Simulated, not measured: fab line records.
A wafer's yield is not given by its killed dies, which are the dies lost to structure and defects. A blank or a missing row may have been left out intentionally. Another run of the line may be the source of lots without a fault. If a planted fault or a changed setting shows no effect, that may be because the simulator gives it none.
The tool behind it: which one? + flow nand harc + 38 wafers from 13 lots sampled at 6 of the route's 1159 steps

## WHAT THE GAUGES READ, wafer by wafer
NHARC_A_SGD_CUT_CD_MEAS_09: the cd target is 100 nm. Usual: cd nm at 99.9 nm, with a standard deviation of 0.58.
| lot  | measured     | on        | cd nm (nm)        | flag |
|------|--------------|-----------|-------------------|------|
| L475 | day 13 04:02 | cd sem-03 | 100.4 99.1 100.9  |      |
| L477 | day 14 07:02 | cd sem-03 | 100.5 100.2 100.2 |      |
| L476 | day 14 07:23 | cd sem-01 | 100.1 101.0 101.1 |      |
| L480 | day 14 15:50 | cd sem-03 | 99.2 99.4 99.6    |      |
| L479 | day 14 22:32 | cd sem-01 | 99.3 99.8 98.5    |      |
| L481 | day 15 10:23 | cd sem-01 | 99.7 100.0 100.3  |      |
| L483 | day 15 10:36 | cd sem-03 | 99.6 99.3 99.8    |      |
| L482 | day 16 03:37 | cd sem-03 | 98.8 99.3 100.7   |      |
| L484 | day 16 03:52 | cd sem-01 | 100.6 99.2 99.5   |      |
| L488 | day 16 16:17 | cd sem-03 | 101.0 99.8 100.2  |      |
| L487 | day 16 15:53 | cd sem-03 | 99.0 99.7 99.5    |      |
| L490 | day 17 12:37 | cd sem-02 | 99.5 100.0 99.5   |      |
| L493 | day 17 23:07 | cd sem-02 | 99.8 100.4        |      |

NHARC_END_SORT_01. Usual: killed at array 25, standard deviation 7.8; killed at other 0.6, standard deviation 0.81; killed at periphery 3.3, standard deviation 2.2; killed dies 29, standard deviation 8.2; killed open 3.5, standard deviation 1.9; killed short 1.8, standard deviation 1.3.
| lot  | measured     | on        | killed at array | killed at other | killed at periphery | killed dies | killed open | killed short | flag |
|------|--------------|-----------|-----------------|-----------------|---------------------|-------------|-------------|--------------|------|
| L480 | day 19 16:37 | prober-02 | 18              | 0               | 5                   | 23          | 4           | 0            |      |
| L481 | day 20 22:55 | prober-01 | 32 21 36        | 0 0 0           | 3 4 6               | 35 25 42    | 3 3 8       | 0 4 4        |      |
| L482 | day 21 11:04 | prober-02 | 21 35 24        | 3 1 0           | 6 4 1               | 30 40 25    | 4 7 2       | 2 3 3        |      |
| L484 | day 21 18:49 | prober-02 | 26 23 31        | 1 2 1           | 3 2 3               | 30 27 35    | 5 3 8       | 2 0 1        |      |
| L493 | day 24 13:59 | prober-02 | 22 52           | 0 0             | 2 1                 | 24 53       | 3 2         | 1 2          |      |

## TOOL THAT RAN EACH LOT (tool first, then ch and the chambers of the sampled wafers, then the start)
| lot  | NHARC_A_STAIRCASE_STRIP_172         | NHARC_A_STAIRCASE_STRIP_446          | NHARC_A_STAIRCASE_CMP_152     | NHARC_A_SGD_CUT_DESCUM_14          |
|------|-------------------------------------|--------------------------------------|-------------------------------|------------------------------------|
| L475 | wet bench-07 ch 1,3,7, day 10 04:30 | plasma asher-01 ch 0,1, day 13 00:40 | cmp-02 ch 0,3, day 13 01:30   | rie diel-02 ch 1,2,3, day 13 04:14 |
| L477 | wet bench-04 ch 0,4,6, day 11 04:17 | plasma asher-01 ch 0,1, day 14 03:35 | cmp-04 ch 0,1,2, day 14 04:29 | rie diel-04 ch 0,1,3, day 14 07:14 |
| L476 | wet bench-02 ch 3,6,7, day 11 04:22 | plasma asher-02 ch 0,1, day 14 04:02 | cmp-03 ch 1,2, day 14 04:52   | rie diel-04 ch 1,3, day 14 07:34   |
| L480 | wet bench-07 ch 1,3,4, day 11 17:21 | plasma asher-01 ch 0,1, day 14 11:50 | cmp-03 ch 1,2, day 14 12:40   | rie diel-01 ch 0,2,3, day 14 16:02 |
| L479 | wet bench-04 ch 0,2,7, day 11 22:23 | plasma asher-02 ch 0,1, day 14 18:55 | cmp-04 ch 0,1, day 14 19:44   | rie diel-01 ch 1,2,3, day 14 22:44 |
| L481 | wet bench-02 ch 0,1,2, day 12 06:50 | plasma asher-02 ch 0,1, day 15 06:50 | cmp-02 ch 1,2,3, day 15 07:43 | rie diel-01 ch 0,1,3, day 15 10:35 |
| L483 | wet bench-04 ch 4,5,6, day 12 13:55 | plasma asher-01 ch 0,1, day 15 07:16 | cmp-04 ch 0,2,3, day 15 08:01 | rie diel-02 ch 0,2,3, day 15 10:48 |
| L482 | wet bench-04 ch 3,4,7, day 12 14:11 | plasma asher-02 ch 0,1, day 16 00:05 | cmp-04 ch 1,2,3, day 16 01:01 | rie diel-04 ch 0,3, day 16 03:49   |
| L484 | wet bench-07 ch 0,4,6, day 13 00:43 | plasma asher-01 ch 0,1, day 16 00:13 | cmp-03 ch 0,1,3, day 16 01:05 | rie diel-02 ch 1,2, day 16 04:04   |
| L488 | wet bench-04 ch 3,4,5, day 13 17:46 | plasma asher-02 ch 0,1, day 16 12:58 | cmp-04 ch 1,2,3, day 16 13:49 | rie diel-02 ch 0,2,3, day 16 16:29 |
| L487 | wet bench-04 ch 1,4,6, day 13 21:27 | plasma asher-02 ch 0,1, day 16 12:38 | cmp-03 ch 1,2,3, day 16 13:30 | rie diel-04 ch 1,3, day 16 16:05   |
| L490 | wet bench-04 ch 2,3,4, day 14 09:34 | plasma asher-02 ch 0,1, day 17 09:04 | cmp-02 ch 0,1, day 17 09:56   | rie diel-02 ch 0,1,2, day 17 12:49 |
| L493 | wet bench-07 ch 0,7, day 14 23:29   | plasma asher-02 ch 1, day 17 19:50   | cmp-02 ch 2, day 17 20:34     | rie diel-01 ch 3, day 18 03:58     |
- NHARC_A_STAIRCASE_STRIP_172: strips in SPM, time 900 s.
- NHARC_A_STAIRCASE_STRIP_446: strips in O2.
- NHARC_A_STAIRCASE_CMP_152: polishes.
- NHARC_A_SGD_CUT_DESCUM_14: chemistry O2, time 3 s.

## AS READ BY THE TOOLS THEMSELVES (means over the sampled wafers that have a number; for cases with no such wafer, the mark the record gives instead)
NHARC_A_STAIRCASE_STRIP_446. Usual: drypump motor current A 5.6 A, standard deviation 0.33; heater power w 348 W, standard deviation 23.
| lot  | tool            | drypump motor current A (A) | heater power w (W) | flag |
|------|-----------------|-----------------------------|--------------------|------|
| L475 | plasma asher-01 | 6.0                         | 361                |      |
| L477 | plasma asher-01 | 6.0                         | 364                |      |
| L476 | plasma asher-02 | 5.3                         | 345                |      |
| L480 | plasma asher-01 | 6.0                         | 343                |      |
| L479 | plasma asher-02 | 5.4                         | 355                |      |
| L481 | plasma asher-02 | 5.3                         | 348                |      |
| L483 | plasma asher-01 | 6.0                         | 335                |      |
| L482 | plasma asher-02 | 5.4                         | 360                |      |
| L484 | plasma asher-01 | 6.0                         | 341                |      |
| L488 | plasma asher-02 | 5.4                         | 341                |      |
| L487 | plasma asher-02 | 5.4                         | 339                |      |
| L490 | plasma asher-02 | 5.3                         | 342                |      |
| L493 | plasma asher-02 | 5.5                         | 345                |      |

NHARC_A_STAIRCASE_CMP_152. Usual: motor current A 12.4 A, standard deviation 0.72; retaining ring pressure frac 1.001, standard deviation 0.005.
| lot  | tool   | motor current A (A) | retaining ring pressure frac | flag |
|------|--------|---------------------|------------------------------|------|
| L475 | cmp-02 | 11.7                | 1.005                        |      |
| L477 | cmp-04 | 12.1                | 1.002                        |      |
| L476 | cmp-03 | 12.6                | 0.998                        |      |
| L480 | cmp-03 | 12.7                | 0.999                        |      |
| L479 | cmp-04 | 12.3                | 0.997                        |      |
| L481 | cmp-02 | 13.2                | 1.004                        |      |
| L483 | cmp-04 | 12.2                | 0.998                        |      |
| L482 | cmp-04 | 12.1                | 1.000                        |      |
| L484 | cmp-03 | 12.2                | 1.005                        |      |
| L488 | cmp-04 | 11.6                | 1.000                        |      |
| L487 | cmp-03 | 12.6                | 0.996                        |      |
| L490 | cmp-02 | 12.2                | 1.006                        |      |
| L493 | cmp-02 | 13.4                | 1.008                        |      |

NHARC_A_SGD_CUT_DESCUM_14. Usual: drypump motor current A 5.6 A, standard deviation 0.49; oes product au 0.997 a.u., standard deviation 0.014; rf vpp V 58.0 V, standard deviation 0.78; showerhead plenum p Torr 1.95 Torr, standard deviation 0.065; throttle valve pct 11.311 %, standard deviation 0.0092.
| lot  | tool        | drypump motor current A (A) | oes product au (a.u.) | rf vpp V (V) | showerhead plenum p Torr (Torr) | throttle valve pct (%) | flag |
|------|-------------|-----------------------------|-----------------------|--------------|---------------------------------|------------------------|------|
| L475 | rie diel-02 | 5.6                         | 0.998                 | 58.0         | 1.99                            | 11.306                 |      |
| L477 | rie diel-04 | 5.5                         | 0.992                 | 57.5         | 1.93                            | 11.314                 |      |
| L476 | rie diel-04 | 5.3                         | 0.990                 | 57.8         | 1.90                            | 11.316                 |      |
| L480 | rie diel-01 | 5.9                         | 0.988                 | 56.9         | 1.92                            | 11.311                 |      |
| L479 | rie diel-01 | 6.1                         | 0.985                 | 57.6         | 1.95                            | 11.310                 |      |
| L481 | rie diel-01 | 5.9                         | 0.980                 | 58.6         | 1.95                            | 11.317                 |      |
| L483 | rie diel-02 | 5.9                         | 0.999                 | 57.4         | 1.94                            | 11.309                 |      |
| L482 | rie diel-04 | 5.5                         | 0.996                 | 58.0         | 1.96                            | 11.319                 |      |
| L484 | rie diel-02 | 5.4                         | 1.003                 | 58.5         | 1.96                            | 11.302                 |      |
| L488 | rie diel-02 | 5.9                         | 0.993                 | 57.5         | 1.94                            | 11.308                 |      |
| L487 | rie diel-04 | 5.3                         | 0.996                 | 57.5         | 1.94                            | 11.311                 |      |
| L490 | rie diel-02 | 5.7                         | 1.008                 | 57.7         | 1.91                            | 11.309                 |      |
| L493 | rie diel-01 | 5.5                         | 1.016                 | 57.9         | 1.86                            | 11.303                 |      |

## THE ANSWER, worked out from the rows above alone
Rule: a lot counts as off when the mean over its wafers that have a number is more than 3 standard deviations away from the usual mean. Also off: a lot with no number at a reading for which 4 or more lots have one. The other lots that the step has rows for count as sound. Order of review: gauges by route order, followed by the tools' own readings, for which a lot's mean as printed above is used. The first step at which some lot is off is used, and at that step the reading that is off furthest; a lot without a number counts as furthest.
No lot is off on any of the readings shown, so nothing can be concluded from this.

## WHAT THE SIMULATOR HAD INSERTED
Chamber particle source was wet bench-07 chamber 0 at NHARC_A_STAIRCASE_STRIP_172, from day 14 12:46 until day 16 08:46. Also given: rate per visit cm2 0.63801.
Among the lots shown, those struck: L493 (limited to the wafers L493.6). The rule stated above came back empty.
